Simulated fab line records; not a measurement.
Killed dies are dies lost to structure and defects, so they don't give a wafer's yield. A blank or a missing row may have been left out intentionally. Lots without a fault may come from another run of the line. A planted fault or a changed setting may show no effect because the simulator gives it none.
Matching of chambers | flow n5 finfet | rie diel-02 running N5_MOL_CONTACT_COAG_ETCH_105: 4 sister chambers
The step etches SiARC in CF4, target depth 15.6 nm, time 26 s. 4 wafers are shown with their chamber, then 9 later ones without.

EACH WAFER AND ITS CHAMBER
wafer  | chamber | drypump motor current A (A)
L083.4 | 0       | 5.0
L087.2 | 1       | 6.7
L087.3 | 2       | 5.0
L087.6 | 3       | 5.9

WAFERS MISSING THEIR CHAMBER
wafer  | drypump motor current A (A)
L089.3 | 5.9
L089.5 | 5.9
L089.6 | 4.9
L091.2 | 5.9
L091.5 | 4.9
L091.6 | 6.7
L093.3 | 4.9
L093.4 | 5.9
L093.6 | 5.9

CHAMBER TAKEN BY EACH
wafer  | from the rows above     | in truth
L089.3 | 3                       | 3
L089.5 | 3                       | 3
L089.6 | can't be placed: 0 or 2 | 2
L091.2 | 3                       | 3
L091.5 | can't be placed: 0 or 2 | 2
L091.6 | 1                       | 1
L093.3 | can't be placed: 0 or 2 | 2
L093.4 | 3                       | 3
L093.6 | 3                       | 3
Correct placement for 6 of the 9. Not placeable from these rows: 3 (in 3, the candidates include the true chamber). 0 placed wrongly.
How it was worked out, from the rows above alone: a wafer's distance from a chamber is the root of the sum, over the readings, of the square of ((its reading less the chamber's mean) divided by the reading's scatter). If the next closest chamber is less than 2 further off than the closest, the wafer can't be placed; otherwise it belongs to the closest. For every chamber, the mean is computed from those of its wafers that are shown. The scatter: root of mean squared gap, hidden wafer to nearest shown wafer, with one shown wafer a chamber.
